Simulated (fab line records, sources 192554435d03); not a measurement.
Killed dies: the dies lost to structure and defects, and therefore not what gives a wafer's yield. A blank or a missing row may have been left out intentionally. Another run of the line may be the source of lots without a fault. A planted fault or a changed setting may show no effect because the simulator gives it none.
Matching of chambers + flow n5_finfet + cmp-02 running N5_HKMG_FIN_CMP_23: 4 sister chambers
The step polishes, stops on SiNx, t overpolish 10 s, target thk 46.326 nm. 4 wafers are shown with their chamber, then 12 later ones without.

EACH WAFER AND ITS CHAMBER
| wafer  | chamber | motor_current_A (A) |
|--------|---------|---------------------|
| L088.5 | 0       | 10.6                |
| L090.6 | 1       | 13.7                |
| L093.5 | 2       | 11.9                |
| L093.6 | 3       | 11.3                |

WAFERS WHOSE CHAMBER IS MISSING
| wafer  | motor_current_A (A) |
|--------|---------------------|
| L094.2 | 13.5                |
| L094.5 | 12.0                |
| L094.6 | 13.8                |
| L094.1 | 10.4                |
| L094.3 | 11.8                |
| L094.4 | 11.9                |
| L095.2 | 10.0                |
| L095.4 | 13.9                |
| L095.5 | 11.2                |
| L096.1 | 10.6                |
| L096.3 | 13.3                |
| L096.6 | 10.5                |

WHICH CHAMBER EACH WENT THROUGH
| wafer  | from the rows above     | in truth |
|--------|-------------------------|----------|
| L094.2 | 1                       | 1        |
| L094.5 | 2                       | 2        |
| L094.6 | 1                       | 1        |
| L094.1 | 0                       | 0        |
| L094.3 | can't be placed: 2 or 3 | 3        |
| L094.4 | 2                       | 2        |
| L095.2 | 0                       | 0        |
| L095.4 | 1                       | 1        |
| L095.5 | 3                       | 3        |
| L096.1 | 0                       | 0        |
| L096.3 | 1                       | 1        |
| L096.6 | 0                       | 0        |
11 of 12 placed correctly. From these rows, 1 cannot be placed; in 1 the true chamber is one of the candidates. Number placed wrongly: 0.
How it was worked out, from the rows above alone: a wafer's distance from a chamber is the root of the sum, over the readings, of the square of ((its reading less the chamber's mean) divided by the reading's scatter). The wafer belongs to the nearest chamber; if the next one is less than 2 further off, it can't be placed. A chamber's mean is the mean of its shown wafers. The scatter (one wafer shown for each chamber): square how far every hidden wafer sits from the nearest shown wafer, average those squares and take the square root.
